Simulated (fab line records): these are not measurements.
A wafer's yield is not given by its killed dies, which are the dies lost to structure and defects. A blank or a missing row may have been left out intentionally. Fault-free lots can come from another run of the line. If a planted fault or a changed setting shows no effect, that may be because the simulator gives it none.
Chamber matching + flow n5_finfet + N5_BEOL_M10_ALD_74 on ald_metal-01 has 4 sister chambers
The step deposits TaN, target thk 2 nm, pulse time 2 s, purge time 3 s. 8 wafers are shown with their chamber, then 8 later ones without.

## WAFERS WITH THEIR CHAMBER
| wafer  | chamber | heater_power_w (W) | mfc_carrier_sccm (sccm) |
|--------|---------|--------------------|-------------------------|
| L078.2 | 0       | 421                | 1495                    |
| L081.2 | 1       | 427                | 1504                    |
| L081.3 | 0       | 411                | 1497                    |
| L081.4 | 2       | 375                | 1496                    |
| L084.1 | 3       | 468                | 1497                    |
| L084.3 | 2       | 371                | 1504                    |
| L084.5 | 1       | 438                | 1497                    |
| L088.1 | 3       | 467                | 1499                    |

## WAFERS MISSING THEIR CHAMBER
| wafer  | heater_power_w (W) | mfc_carrier_sccm (sccm) |
|--------|--------------------|-------------------------|
| L088.2 | 429                | 1501                    |
| L088.4 | 418                | 1509                    |
| L091.1 | 367                | 1499                    |
| L091.2 | 477                | 1502                    |
| L091.4 | 444                | 1507                    |
| L096.1 | 468                | 1493                    |
| L096.2 | 439                | 1502                    |
| L096.4 | 380                | 1500                    |

## THE CHAMBER EACH PASSED THROUGH
| wafer  | from the rows above     | in truth |
|--------|-------------------------|----------|
| L088.2 | 1                       | 1        |
| L088.4 | can't be placed: 0 or 1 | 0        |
| L091.1 | 2                       | 2        |
| L091.2 | 3                       | 3        |
| L091.4 | 1                       | 1        |
| L096.1 | 3                       | 3        |
| L096.2 | 1                       | 1        |
| L096.4 | 2                       | 2        |
Correct placement for 7 of the 8. Not placeable from these rows: 1 (in 1, the candidates include the true chamber). 0 placed wrongly.
How it was worked out, from the rows above alone: a wafer's distance from a chamber is the root of the sum, over the readings, of the square of ((its reading less the chamber's mean) divided by the reading's scatter). If the next closest chamber is less than 2 further off than the closest, the wafer can't be placed; otherwise it belongs to the closest. Each chamber's mean is taken over the wafers shown for it. How the scatter is found: for the shown wafers, subtract from each reading the mean of its chamber, square and add these, divide the total by (wafers less chambers), then take the root.
